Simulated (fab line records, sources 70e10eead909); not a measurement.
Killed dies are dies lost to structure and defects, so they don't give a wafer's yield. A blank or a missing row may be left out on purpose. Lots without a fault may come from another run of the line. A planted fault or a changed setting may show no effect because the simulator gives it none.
Chamber matching | flow nand_harc | NHARC_A_STAIRCASE_ETCHBACK_157 on rie_diel-09: 4 sister chambers
The step etches the open film in CH3F/O2, target depth 90 nm, time 167.14 s. 4 wafers are shown with their chamber, then 12 later ones without.

WAFERS WITH THEIR CHAMBER
wafer  | chamber | showerhead_plenum_p_Torr (Torr)
L088.3 | 2       | 2.34
L090.3 | 1       | 2.32
L090.4 | 0       | 2.61
L090.5 | 3       | 2.44

WAFERS WITHOUT THEIR CHAMBER
wafer  | showerhead_plenum_p_Torr (Torr)
L093.1 | 2.32
L093.5 | 2.33
L093.6 | 2.44
L095.1 | 2.44
L095.3 | 2.32
L095.5 | 2.60
L096.1 | 2.60
L096.2 | 2.33
L096.4 | 2.32
L097.1 | 2.43
L097.4 | 2.60
L097.6 | 2.43

WHICH CHAMBER EACH WENT THROUGH
wafer  | from the rows above     | in truth
L093.1 | 1                       | 1
L093.5 | can't be placed: 2 or 1 | 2
L093.6 | 3                       | 3
L095.1 | 3                       | 3
L095.3 | 1                       | 1
L095.5 | 0                       | 0
L096.1 | 0                       | 0
L096.2 | can't be placed: 2 or 1 | 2
L096.4 | 1                       | 1
L097.1 | 3                       | 3
L097.4 | 0                       | 0
L097.6 | 3                       | 3
Placed correctly: 10 of 12. Can't be placed from these rows: 2 (the true chamber is among the candidates in 2). Placed wrongly: 0.
How it was worked out, from the rows above alone: a wafer's distance from a chamber is the root of the sum, over the readings, of the square of ((its reading less the chamber's mean) divided by the reading's scatter). The wafer belongs to the nearest chamber; if the next one is less than 2 further off, it can't be placed. A chamber's mean is the mean of its shown wafers. The scatter: with one shown wafer a chamber, the root of the mean of the squares of how far each hidden wafer lies from its nearest shown one.
